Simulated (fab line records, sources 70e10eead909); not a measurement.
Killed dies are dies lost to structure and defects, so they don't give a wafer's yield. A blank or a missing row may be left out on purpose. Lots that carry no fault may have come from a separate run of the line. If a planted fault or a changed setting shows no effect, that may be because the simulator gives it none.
A struck lot beside a sound one -- flow nand-harc -- 38 steps out of a route of 1159
Sound: wafers L928.2, L928.4, L928.6. Struck: wafers L937.2, L937.4, L937.6. Last of all comes the cause.
Order at every step that has rows: each side's tool, ch and its chambers, its first start. Under that, the readings that differ: sound wafers -- struck wafers -- difference of the means -- sigmas: that difference in standard deviations of wafers without a fault.
alike: readings whose means differ by less than 2 such deviations, and words and numbers that are the same on both sides. not compared: withheld readings, readings that some wafer has no value for, bounds like >300 that may hide the same value, and numbers for which the record gives no deviation and whose values overlap.
Wherever a step has rows on one side only, a row that says differs or no value, or a row with sigmas, the two part there. When numbers do not overlap yet have no deviation, they are printed without sigmas and do not part them. A reading missing from all wafers of one side parts the sides only when that side holds two or more wafers.

first, 8 steps without rows for these wafers: NHARC_A_STAIRCASE_SOFTBAKE_305 (time 170 s); NHARC_A_STAIRCASE_EBR_306; NHARC_A_STAIRCASE_EXPOSE_307 (exposes mask CHOP 50); NHARC_A_STAIRCASE_PEB_308 (peb time 130 s); NHARC_A_STAIRCASE_DEVELOP_309 (time 140 s); NHARC_A_STAIRCASE_HARDBAKE_311 (time 140 s); NHARC_A_STAIRCASE_DESCUM_312 (chemistry O2, time 3 s); NHARC_A_STAIRCASE_ETCH_313 (etches the open film in CF4/CHF3).
NHARC_A_STAIRCASE_HM_OPEN_463: chemistry O2/COS.
  sound: rie-diel-12 ch 0,2,3; struck: rie-diel-11 ch 1,2
  alike: drypump-motor-current-A, oes-product-au, rf-fwd-power-W, rf-vpp-V, showerhead-plenum-p-Torr, throttle-valve-pct
  not compared: rf-hours-counter-h
then, 1 step without rows for these wafers: NHARC_A_STAIRCASE_STRIP_464 (strips in O2/COS).
NHARC_A_STAIRCASE_ETCH_453: etches the open film in CF4/O2, target depth 30 nm, overetch 3 nm, time 16.5 s.
  sound: rie-diel-12 ch 0,1,2; struck: rie-diel-11 ch 0,1,2
  alike: drypump-motor-current-A, oes-product-au, rf-fwd-power-W, rf-vpp-V, showerhead-plenum-p-Torr, throttle-valve-pct
  not compared: rf-hours-counter-h
NHARC_A_STAIRCASE_ETCH_315: etches the open film in C4F8/O2/Ar, target depth 2500 nm, time 607.1 s.
  sound on rie-diel-12 ch 0,2, day 12 16:59; struck on rie-diel-11 ch 0,3, day 15 03:41
  alike: oes-product-au, rf-fwd-power-W, rf-vpp-V
  not compared: rf-hours-counter-h
then, 6 steps without rows for these wafers: NHARC_A_STAIRCASE_STRIP_316 (strips in O2); NHARC_A_STAIRCASE_STRIP_317 (strips in SPM, time 900 s); NHARC_A_STAIRCASE_PRECLEAN_318 (cleans in SC1); NHARC_A_STAIRCASE_SRD_329; NHARC_A_STAIRCASE_ALD_415 (deposits SiO2, target thk 30 nm, pulse time 6 s, ald cycles 300); NHARC_A_STAIRCASE_ETCHBACK_416 (etches the open film in C4F8/O2/Ar, target depth 36 nm, time 7.2 s).
NHARC_A_STAIRCASE_STRIP_476: strips in O2, time 20 s.
  sound on rie-diel-11 ch 0,1,2, day 12 21:57; struck on rie-diel-11 ch 1,2, day 15 07:05
  alike: drypump-motor-current-A, oes-product-au, rf-vpp-V, showerhead-plenum-p-Torr, throttle-valve-pct
  not compared: rf-hours-counter-h
NHARC_A_STAIRCASE_DEP_417: deposits Si3N4, target thk 60 nm.
  sound on pecvd-04 ch 0,2, day 12 22:07; struck on pecvd-03 ch 1,2, day 15 07:19
  alike: heater-power-w, rf-fwd-power-W
then, 3 steps without rows for these wafers: NHARC_A_STAIRCASE_WET_418 (chemistry H3PO4, target depth 20 nm); NHARC_A_STAIRCASE_PRECLEAN_419 (cleans in SC1); NHARC_A_STAIRCASE_SRD_421.
NHARC_A_STAIRCASE_ALD_420: deposits SiO2, target thk 20 nm, pulse time 6 s, ald cycles 200.
  sound on ald-hk-03 ch 0,2,3, day 12 23:49; struck on ald-hk-01 ch 0,1,2, day 15 08:45
  alike: heater-power-w, precursor-pulse-height-rel
then, 13 steps without rows for these wafers: NHARC_A_STAIRCASE_CVD_552 (deposits SiNx, target thk 40 nm); NHARC_A_STAIRCASE_DEP_151 (deposits SiO2, target thk 3800 nm); NHARC_A_STAIRCASE_ANNEAL_320 (time 1800 s); NHARC_A_STAIRCASE_DEP_322 (deposits SiO2, target thk 3800 nm); NHARC_A_STAIRCASE_ANNEAL_323 (time 1800 s); NHARC_A_STAIRCASE_DEP_325 (deposits SiO2, target thk 3800 nm); NHARC_A_STAIRCASE_ANNEAL_326 (time 1800 s); NHARC_A_STAIRCASE_DEHYDRATE_433 (time 120 s); NHARC_A_STAIRCASE_HMDS_434 (time 30 s); NHARC_A_STAIRCASE_COAT_435; NHARC_A_STAIRCASE_SOFTBAKE_436 (time 170 s); NHARC_A_STAIRCASE_EBR_437; NHARC_A_STAIRCASE_EXPOSE_438 (exposes mask STAIR REV).
-- the record jumps here: 7 days lie between the struck wafers' starts before and after (it left off in module A_STAIRCASE and takes up again in module END, whose first step shown is number 1159 of the route) --
NHARC_END_SORT_01:
  here the record holds rows for the struck wafers (prober-02 ch 0, day 22 07:36) but none for the sound ones

== WHERE THEY PART ==
Within this record, at NHARC_END_SORT_01 only.

WHY: whatever the simulator had introduced
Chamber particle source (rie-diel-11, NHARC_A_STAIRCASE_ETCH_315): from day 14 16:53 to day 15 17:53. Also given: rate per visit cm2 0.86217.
